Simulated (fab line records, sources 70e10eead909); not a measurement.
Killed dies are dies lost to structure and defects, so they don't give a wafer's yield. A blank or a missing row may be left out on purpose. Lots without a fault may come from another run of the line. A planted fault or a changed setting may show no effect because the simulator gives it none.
fab line records | flow nand_harc | part 1 of 2: steps 1 to 22 of 34
record lots=5 wafers=15 last_day=31
route steps=1302 shown A_SLIT@942 A_SIN_REMOVE@947 A_WL_FILL@952
lots that met no fault: from a run of the same line without faults
start_h: hours from the record's first day to the start of the lot's first wafer shown | wait_h: hours since the lot's step before | " the same as in the row above | L1.1+2: a row that stands for several wafers | - no value, or no start given | * or withheld: withheld | < > ~ a bound
route shown NAME@n: a module of which the file shows steps, and the number in the route of the first | usual: mean/standard deviation of fault-free wafers | same: alike in all rows | chamber/n: place in a boat | sites: the reading at each site | _std_site: their standard deviation | _edge_site: outer sites' mean less inner sites' | radius_mm: how far each site lies from the wafer's centre | mask NAME#n: copy n | behind: the tool/chamber that last shaped the wafer | hold: why the lot was held/for how many hours/how that ended | device: the transistor (n, p or np) that didn't switch | end of line: the same wafers' tests at the end of the route | a step without rows: its recipe alone | killed: dies lost to structure and defects at the first sort, not the wafer's yield | map: a wafer's dies, x killed, . not, _ none there
set.NAME: the setting as run; set.NAME@STEP: as run at that earlier step | model.NAME: the simulator's own value behind a step, which no gauge read
lots at some steps of the route; a table a step, a row a wafer
services: from which hour (start_h, from the record's first day; less than 0 if before it) a tool's chamber was out of use, for how many hours, and why
## steps
# step NHARC_A_SLIT_ETCH_29
# recipe target_depth_a=1000 overetch_a=100 time_s=55 ion_energy_ev=100 cf4_flow_sccm=80 o2_flow_sccm=20 ar_flow_sccm=0 rf_w=300 bias_w=100 chemistry=CF4/O2
# usual drypump_motor_current_A=6.0/0.52 oes_product_au=1.001/0.0068 rf_fwd_power_W=297.1/1 rf_vpp_V=198.0/1.3 showerhead_plenum_p_Torr=1.35/0.046 throttle_valve_pct=13.397/0.0073
# columns lot.wafer tool chamber start_h wait_h drypump_motor_current_A oes_product_au rf_fwd_power_W rf_hours_counter_h rf_vpp_V showerhead_plenum_p_Torr throttle_valve_pct
L079.1 rie_diel-03 1 518.16 0.1 6.7 0.993 296.1 6.3 197.9 1.33 13.406
L079.2 " 2 " " 5.6 0.991 296.3 6.4 195.2 1.26 13.398
L079.6 " 1 " " 6.6 0.994 297.3 - 197.4 1.33 13.396
L081.3 rie_diel-03 2 522.03 0.1 5.6 0.998 296.3 6.5 196.1 1.26 13.395
L081.1 " 3 " " 6.0 0.998 298.0 4.7 196.3 1.25 13.387
L081.6 " 1 " " 6.7 0.988 295.8 - 198.1 1.33 13.396
L086.2 rie_diel-07 2 581.69 0.1 5.7 1.007 297.0 4.9 197.6 1.36 13.387
L086.5 " 1 " " 6.5 0.999 297.5 - 199.9 1.41 13.388
L086.6 " 2 " " 5.7 1.006 296.5 - 198.6 1.36 13.396
L088.1 rie_diel-12 2 596.73 0.1 6.5 1.010 297.3 9.6 198.5 1.41 13.392
L088.4 " 0 " " 4.7 1.008 299.8 7.1 196.6 1.32 13.385
L088.5 " 2 " " 6.5 1.010 296.7 - 198.7 1.41 13.393
L091.2 rie_diel-12 0 638.67 0.1 4.8 1.007 297.7 1.4 198.0 1.32 13.397
L091.4 " 1 " " 6.2 1.001 295.7 1.2 199.0 1.36 13.399
L091.5 " 1 " " 6.2 1.019 296.4 - 200.2 1.36 13.409
# step NHARC_A_SLIT_STRIP_18
# recipe o2_flow_sccm=500 ar_flow_sccm=0 bias_w=0 chemistry=O2
# usual drypump_motor_current_A=6.0/0.54 oes_product_au=0.998/0.0066 rf_vpp_V=58.0/0.84 showerhead_plenum_p_Torr=3.56/0.12 throttle_valve_pct=17.037/0.0077
# columns lot.wafer tool chamber start_h wait_h drypump_motor_current_A oes_product_au rf_hours_counter_h rf_vpp_V showerhead_plenum_p_Torr throttle_valve_pct
L079.1 rie_diel-03 0 - - 6.0 0.999 4.6 56.4 3.49 17.048
L079.2 " 1 " " 6.7 1.008 6.4 58.2 3.52 17.035
L079.6 " 0 " " 6.0 1.007 - 58.0 3.49 17.034
L081.1 rie_diel-03 0 - - 6.0 0.994 4.8 56.7 3.49 17.036
L081.3 " 1 " " 6.8 0.993 6.6 57.9 3.52 17.048
L081.6 " 2 " " 5.7 0.990 - 58.1 3.33 17.044
L086.2 rie_diel-07 0 - - 6.4 0.993 5.7 58.0 3.68 17.041
L086.5 " 2 " " 5.7 0.989 - 57.3 3.60 17.024
L086.6 " 3 " " 5.9 1.005 - 58.4 3.58 17.042
L088.4 rie_diel-12 0 - - 4.7 0.995 7.1 56.4 3.49 17.040
L088.1 " 1 " " 6.2 1.005 7.0 59.3 3.58 17.017
L088.5 " 3 " " 5.9 1.009 - 58.3 3.51 17.040
L091.2 rie_diel-12 1 - - 6.2 0.997 1.3 57.2 3.58 17.050
L091.4 " 0 " " 4.8 1.006 1.4 58.1 3.49 17.046
L091.5 " 1 " " 6.2 1.000 - 58.8 3.58 17.044
# step NHARC_A_SLIT_PRECLEAN_19
# recipe time_s=* temp_c=50 bath_age_min=0 chemistry=SC1
# usual bath_heat_duty_pct=7.5/1.1 nh4oh_flow_mL_min=28.30/0.11
# columns lot.wafer tool chamber start_h wait_h bath_heat_duty_pct nh4oh_flow_mL_min
L079.2 wet_bench-05 4 518.56 - 7.6 28.26
L079.1 " 5 " " 8.4 28.26
L079.6 " 7 " " 7.4 28.22
L081.3 wet_bench-09 2 522.42 - 7.7 28.18
L081.6 " 4 " " 8.2 28.23
L081.1 " 6 " " 8.4 28.31
L086.2 wet_bench-09 3 582.09 - 7.3 28.28
L086.5 " 7 " " 7.2 28.30
L086.6 " 0 " " 10.7 28.34
L088.1 wet_bench-09 6 597.14 - 7.8 28.42
L088.5 " 7 " " 6.9 28.34
L088.4 " 0 " " 11.1 28.32
L091.5 wet_bench-05 1 639.07 - 8.3 28.36
L091.4 " 4 " " 7.8 28.28
L091.2 " 5 " " 7.9 28.24
# step NHARC_A_SLIT_SRD_20
# columns lot.wafer tool chamber start_h wait_h
L079.2+1+6 wet_bench-05 4,5,7 - -
L081.3+6+1 wet_bench-09 2,4,6 - -
L086.2+5+6 wet_bench-09 3,7,0 - -
L088.1+5+4 wet_bench-09 6,7,0 - -
L091.5+4+2 wet_bench-05 1,4,5 - -
# step NHARC_A_SLIT_CD_MEAS_21
# usual cd_nm=289.5/0.93
# columns lot.wafer tool chamber start_h wait_h cd_nm
L079.1 cd_sem-02 - 518.69 - 289.2
L079.2 " - " " 289.0
L079.6 " - " " 288.8
L081.1 cd_sem-02 - 522.55 - 289.1
L081.3 " - " " 289.5
L081.6 " - " " 289.7
L086.2 cd_sem-01 - 582.23 - 287.1
L086.5 " - " " 287.0
L086.6 " - " " 287.2
L088.1 cd_sem-02 - 597.26 - 290.1
L088.4 " - " " 290.6
L088.5 " - " " 289.8
L091.2 cd_sem-01 - 639.21 - 290.1
L091.4 " - " " 289.2
L091.5 " - " " 289.8
# step NHARC_A_SIN_REMOVE_WET_00
# recipe temp_c=160 time_s=15300 chemistry=H3PO4
# usual bath_heat_duty_pct=28/3.4
# columns lot.wafer tool chamber start_h wait_h bath_heat_duty_pct
L079.1 wet_h3po4-02 1 520.36 1.7 28
L079.2 " 1 " " 28
L079.6 " 1 " " 30
L081.1 wet_h3po4-02 1 525.04 2.5 29
L081.3 " 1 " " 30
L081.6 " 1 " " 29
L086.2 wet_h3po4-02 0 583.90 1.7 30
L086.5 " 0 " " 30
L086.6 " 0 " " 31
L088.1 wet_h3po4-01 0 598.01 0.7 26
L088.4 " 0 " " 23
L088.5 " 0 " " 21
L091.2 wet_h3po4-02 0 640.88 1.7 32
L091.4 " 0 " " 31
L091.5 " 0 " " 31
# step NHARC_A_SIN_REMOVE_PRECLEAN_01
# recipe time_s=* temp_c=50 bath_age_min=0 chemistry=SC1
# usual bath_heat_duty_pct=7.4/0.82 nh4oh_flow_mL_min=28.30/0.1
# columns lot.wafer tool chamber start_h wait_h bath_heat_duty_pct nh4oh_flow_mL_min
L079.1 wet_bench-03 7 525.07 0.0 7.3 28.34
L079.2 " 3 " " 7.3 28.33
L079.6 " 4 " " 6.8 28.36
L081.6 wet_bench-02 2 529.79 0.0 7.5 28.10
L081.3 " 4 " " 7.6 28.10
L081.1 " 7 " " 7.1 28.33
L086.2 wet_bench-02 1 588.82 0.0 9.1 28.35
L086.5 " 3 " " 6.4 28.24
L086.6 " 4 " " 6.7 28.34
L088.5 wet_bench-01 3 602.79 0.0 7.3 28.42
L088.4 " 5 " " 8.0 28.16
L088.1 " 7 " " 6.4 28.24
L091.2 wet_bench-01 5 645.72 0.0 7.3 28.23
L091.4 " 6 " " 7.1 28.21
L091.5 " 7 " " 6.7 28.16
# step NHARC_A_SIN_REMOVE_SRD_02
# columns lot.wafer tool chamber start_h wait_h
L079.1+2+6 wet_bench-03 7,3,4 - -
L081.6+3+1 wet_bench-02 2,4,7 529.85 0.1
L086.2+5+6 wet_bench-02 1,3,4 - -
L088.5+4+1 wet_bench-01 3,5,7 - -
L091.2+4+5 wet_bench-01 5,6,7 - -
# step NHARC_A_SIN_REMOVE_INSPECT_04
# usual raw_defect_count=393/86
# columns lot.wafer tool chamber start_h wait_h raw_defect_count
L079.1 defect_inspect-01 - 525.25 0.0 352
L079.2 " - " " 537
L079.6 " - " " 492
L081.1 defect_inspect-02 - 530.01 0.0 407
L081.3 " - " " 316
L081.6 " - " " 418
L086.2 defect_inspect-01 - 589.00 0.0 283
L086.5 " - " " 315
L086.6 " - " " 278
L088.1 defect_inspect-02 - 602.98 0.0 394
L088.4 " - " " 494
L088.5 " - " " 551
L091.2 defect_inspect-02 - 645.90 0.0 364
L091.4 " - " " 354
L091.5 " - " " 444
# step NHARC_A_WL_FILL_ALD_00
# recipe target_thk_a=30 pulse_time_s=3 ald_cycles=30 temp_c=300 material=Al2O3
# usual heater_power_w=457/53 precursor_pulse_height_rel=1.001/0.02
# columns lot.wafer tool chamber start_h wait_h heater_power_w precursor_pulse_height_rel
L079.2 ald_hk-03 2 525.32 0.1 349 0.992
L079.1 " 1 " " 416 1.018
L079.6 " 3 " " 458 0.956
L081.3 ald_hk-03 2 530.07 0.1 357 0.989
L081.1 " 1 " " 414 1.004
L081.6 " 2 " " 369 1.001
L086.2 ald_hk-02 3 589.06 0.1 510 1.005
L086.5 " 3 " " 516 0.975
L086.6 " 0 " " 423 0.989
L088.4 ald_hk-02 2 603.09 0.1 475 0.988
L088.1 " 3 " " 516 1.000
L088.5 " 1 " " 429 0.972
L091.2 ald_hk-02 0 645.97 0.1 425 1.021
L091.4 " 1 " " 425 1.010
L091.5 " 1 " " 437 0.986
# step NHARC_A_WL_FILL_RTA_01
# recipe temp_c=1000 time_s=5
# usual lamp_power_pct=32.5/2.4 lamp_zone_2_pct=32.5/2.4 lamp_zone_7_pct=33.0/2.5 wafer_temp_C_max=1006.5/1.6
# columns lot.wafer tool chamber start_h wait_h lamp_power_pct lamp_zone_2_pct lamp_zone_7_pct wafer_temp_C_max
L079.1 rtp_anneal-01 0 525.57 - 34.7 34.6 35.2 1008.7
L079.2 " 0 " " 34.6 34.6 35.2 1006.4
L079.6 " 0 " " 34.7 34.7 35.3 1006.6
L081.1 rtp_anneal-01 0 530.33 - 34.7 34.7 35.3 1005.6
L081.3 " 0 " " 34.7 34.7 35.2 1007.3
L081.6 " 0 " " 34.7 34.8 35.2 1007.6
L086.2 rtp_anneal-02 0 589.37 - 29.9 29.9 30.3 1006.5
L086.5 " 0 " " 29.8 29.8 30.3 1005.7
L086.6 " 0 " " 29.9 29.9 30.4 1007.4
L088.1 rtp_anneal-01 0 603.30 - 34.7 34.6 35.2 1007.1
L088.4 " 0 " " 34.7 34.7 35.2 1008.2
L088.5 " 0 " " 34.7 34.7 35.2 1005.0
L091.2 rtp_anneal-01 0 646.25 - 34.6 34.6 35.2 1007.0
L091.4 " 0 " " 34.7 34.7 35.2 1007.6
L091.5 " 0 " " 34.7 34.7 35.2 1004.7
# step NHARC_A_WL_FILL_ALD_02
# recipe target_thk_a=20 pulse_time_s=3 ald_cycles=100 temp_c=450 material=TiN
# usual heater_power_w=1081/82 precursor_pulse_height_rel=1.002/0.021
# columns lot.wafer tool chamber start_h wait_h heater_power_w precursor_pulse_height_rel
L079.2 ald_metal-04 3 525.86 0.2 1140 0.990
L079.1 " 0 " " 1150 0.983
L079.6 " 2 " " 1004 1.003
L081.3 ald_metal-02 2 530.58 0.2 1027 0.978
L081.1 " 3 " " 1025 0.999
L081.6 " 2 " " 1018 1.029
L086.2 ald_metal-04 0 589.67 0.3 1150 1.008
L086.5 " 1 " " 1066 1.020
L086.6 " 2 " " 1046 0.995
L088.1 ald_metal-04 3 603.51 0.2 1143 1.003
L088.5 " 3 " " 1147 0.998
L088.4 " 0 " " 1165 1.002
L091.2 ald_metal-02 1 646.47 0.2 1075 0.955
L091.4 " 3 " " 983 0.994
L091.5 " 1 " " 1082 1.007
# step NHARC_A_WL_FILL_CVD_03
# recipe target_thk_a=400 temp_c=300 pressure_torr=40 wf6_flow_sccm=40 h2_flow_sccm=1600 ar_flow_sccm=1560 time_s=279 material=W
# usual heater_power_w=442/28 throttle_valve_pct=8.04/0.2
# columns lot.wafer tool chamber start_h wait_h heater_power_w throttle_valve_pct
L079.2 cvd_w-01 0 526.22 0.1 430 7.79
L079.1 " 1 " " 447 7.88
L079.6 " 1 " " 468 7.76
L081.1 cvd_w-01 0 530.98 0.1 453 7.77
L081.3 " 0 " " 442 8.13
L081.6 " 1 " " 469 7.89
L086.2 cvd_w-01 1 590.00 0.1 461 7.86
L086.6 " 1 " " 491 7.76
L086.5 " 0 " " 444 7.85
L088.1 cvd_w-02 0 604.07 0.1 445 8.37
L088.4 " 1 " " 393 7.95
L088.5 " 0 " " 457 8.11
L091.2 cvd_w-01 1 646.92 0.1 483 7.99
L091.4 " 1 " " 475 7.83
L091.5 " 0 " " 443 8.15
# step NHARC_A_WL_FILL_ETCHBACK_04
# recipe target_depth_a=600 time_s=120 chemistry=NF3
# usual drypump_motor_current_A=5.7/0.44 oes_product_au=1.001/0.0066
# columns lot.wafer tool chamber start_h wait_h drypump_motor_current_A oes_product_au rf_hours_counter_h
L079.1 rie_metal-02 0 526.62 0.3 6.3 0.998 0.8
L079.2 " 1 " " 5.6 1.001 0.8
L079.6 " 1 " " 5.6 1.000 -
L081.1 rie_metal-01 0 531.35 0.3 5.5 0.999 2.4
L081.3 " 1 " " 5.0 0.994 -
L081.6 " 0 " " 5.6 1.005 -
L086.2 rie_metal-01 1 590.37 0.3 5.0 0.975 0.0
L086.6 " 1 " " 5.0 0.994 -
L086.5 " 0 " " 5.6 0.996 -
L088.1 rie_metal-01 0 604.39 0.3 5.6 0.994 0.2
L088.4 " 0 " " 5.6 1.006 -
L088.5 " 0 " " 5.6 1.004 -
L091.2 rie_metal-02 1 647.28 0.3 5.6 0.995 2.7
L091.4 " 1 " " 5.6 1.003 -
L091.5 " 0 " " 6.2 0.988 -
# step NHARC_A_WL_FILL_ETCHBACK_05
# recipe target_depth_a=220 time_s=60 temp_c=40 chemistry=Cl2/BCl3
# usual drypump_motor_current_A=5.7/0.44 oes_product_au=1.002/0.0072
# columns lot.wafer tool chamber start_h wait_h drypump_motor_current_A oes_product_au rf_hours_counter_h
L079.2 rie_metal-02 1 526.86 0.2 5.6 1.004 1.0
L079.1 " 0 " " 6.3 1.001 1.0
L079.6 " 0 " " 6.3 0.988 -
L081.1 rie_metal-01 1 531.60 0.2 5.0 1.003 2.6
L081.3 " 0 " " 5.5 1.007 -
L081.6 " 1 " " 5.0 1.000 -
L086.2 rie_metal-01 0 590.62 0.2 5.6 0.996 0.1
L086.6 " 1 " " 5.0 0.996 -
L086.5 " 0 " " 5.6 0.993 -
L088.1 rie_metal-01 0 604.64 0.2 5.5 1.004 0.4
L088.4 " 0 " " 5.6 0.995 -
L088.5 " 0 " " 5.5 1.013 -
L091.2 rie_metal-02 1 647.50 0.2 5.6 1.006 2.9
L091.4 " 0 " " 6.3 1.000 -
L091.5 " 1 " " 5.6 1.008 -
# step NHARC_A_WL_FILL_STRIP_27
# recipe power_w=1500 temp_c=250 time_s=20 chemistry=N2/H2
# usual drypump_motor_current_A=5.4/0.64 heater_power_w=344/39
# columns lot.wafer tool chamber start_h wait_h drypump_motor_current_A heater_power_w rf_hours_counter_h
L079.1 plasma_asher-02 1 527.00 0.1 5.0 414 20
L079.2 " 0 " " 4.9 298 20
L079.6 " 0 " " 4.9 316 -
L081.1 plasma_asher-01 0 531.76 0.1 5.4 302 1
L081.3 " 0 " " 5.4 314 -
L081.6 " 0 " " 5.4 308 -
L086.2 plasma_asher-01 1 590.75 0.1 6.5 350 13
L086.5 " 1 " " 6.5 345 -
L086.6 " 0 " " 5.4 303 -
L088.1 plasma_asher-01 1 604.99 0.3 6.6 343 15
L088.4 " 0 " " 5.4 300 -
L088.5 " 1 " " 6.6 336 -
L091.2 plasma_asher-01 1 647.65 0.1 6.6 344 27
L091.4 " 1 " " 6.6 343 -
L091.5 " 0 " " 5.4 315 -
# step NHARC_A_WL_FILL_STRIP_28
# recipe time_s=1200 temp_c=72.5 chemistry=post_etch_residue_remover
# usual bath_heat_duty_pct=14.6/1.7
# columns lot.wafer tool chamber start_h wait_h bath_heat_duty_pct
L079.2 wet_bench-05 2 527.17 0.1 13.4
L079.1 " 4 " " 14.8
L079.6 " 5 " " 15.9
L081.3 wet_bench-07 0 531.90 0.1 15.7
L081.1 " 1 " " 17.1
L081.6 " 4 " " 15.1
L086.2 wet_bench-04 0 590.93 0.2 12.4
L086.5 " 1 " " 16.8
L086.6 " 2 " " 15.2
L088.5 wet_bench-05 3 605.14 0.0 13.3
L088.4 " 5 " " 15.0
L088.1 " 6 " " 14.9
L091.2 wet_bench-07 3 647.80 0.1 14.1
L091.4 " 4 " " 15.4
L091.5 " 0 " " 16.3
# step NHARC_A_WL_FILL_PRECLEAN_06
# recipe time_s=300 chemistry=DIW
# columns lot.wafer tool chamber start_h wait_h
L079.2+1+6 wet_bench-05 2,4,5 - -
L081.3+1+6 wet_bench-07 0,1,4 - -
L086.2+5+6 wet_bench-04 0,1,2 - -
L088.5+4+1 wet_bench-05 3,5,6 - -
L091.2+4+5 wet_bench-07 3,4,0 - -
# step NHARC_A_WL_FILL_SRD_07
# columns lot.wafer tool chamber start_h wait_h
L079.2+1+6 wet_bench-05 2,4,5 - -
L081.3+1+6 wet_bench-07 0,1,4 - -
L086.2+5+6 wet_bench-04 0,1,2 - -
L088.5+4+1 wet_bench-05 3,5,6 - -
L091.2+4+5 wet_bench-07 3,4,0 - -
# step NHARC_A_WL_FILL_ANNEAL_08
# recipe temp_c=450 time_s=1800
# columns lot.wafer tool chamber start_h wait_h
L079.1+2+6 furnace-01 0 530.89 -
L081.1+3+6 furnace-07 0 535.50 -
L086.2+5+6 furnace-07 0 594.52 -
L088.1+4+5 furnace-07 0 608.80 -
L091.2+4+5 furnace-01 0 655.33 -
# step NHARC_A_WL_FILL_ALD_10
# recipe target_thk_a=500 pulse_time_s=10 ald_cycles=500 temp_c=300 material=SiO2
# usual heater_power_w=460/47 precursor_pulse_height_rel=1.001/0.019
# columns lot.wafer tool chamber start_h wait_h heater_power_w precursor_pulse_height_rel
L079.1 ald_hk-01 2 533.40 1.1 517 0.981
L079.2 " 3 " " 366 1.015
L079.6 " 0 " " 551 1.021
L081.3 ald_hk-02 1 538.03 1.1 422 0.986
L081.1 " 2 " " 473 0.967
L081.6 " 3 " " 500 0.981
L086.2 ald_hk-02 3 597.54 1.6 503 1.023
L086.5 " 0 " " 427 0.994
L086.6 " 1 " " 435 1.007
L088.4 ald_hk-03 1 610.29 0.0 415 1.000
L088.1 " 0 611.85 1.6 467 1.040
L088.5 " 1 " " 430 0.981
L091.4 ald_hk-02 2 656.83 0.0 461 0.996
L091.2 " 0 657.87 1.1 435 1.021
L091.5 " 2 658.90 2.1 465 1.013
# step NHARC_A_WL_FILL_ETCHBACK_16
# recipe target_depth_a=1200 time_s=24 c4f8_flow_sccm=withheld o2_flow_sccm=8 ar_flow_sccm=withheld rf_w=600 bias_w=800 chemistry=C4F8/O2/Ar
# usual oes_product_au=0.978/0.028 rf_fwd_power_W=588.8/3 rf_vpp_V=722/4.5
# columns lot.wafer tool chamber start_h wait_h oes_product_au rf_fwd_power_W rf_hours_counter_h rf_vpp_V
L079.1 rie_diel-02 3 - - 0.979 587.8 4.7 717
L079.2 " 0 " " 0.989 588.4 4.0 724
L079.6 " 3 " " 0.988 588.3 - 717
L081.1 rie_diel-10 0 - - 0.995 590.4 3.2 722
L081.3 " 3 " " 0.996 591.8 3.2 720
L081.6 " 1 " " 1.000 594.0 - 730
L086.2 rie_diel-04 2 - - 0.984 589.9 3.7 721
L086.6 " 3 " " 0.979 587.2 - 719
L086.5 " 0 " " 0.993 591.7 - 719
L088.1 rie_diel-02 1 - - 0.962 583.6 1.4 728
L088.5 " 1 " " 0.959 582.1 - 729
L088.4 " 2 " " 0.971 584.8 - 719
L091.4 rie_diel-04 1 - - 1.000 594.1 7.3 720
L091.2 " 3 " " 0.980 588.7 4.6 718
L091.5 " 1 " " 1.003 593.3 - 721
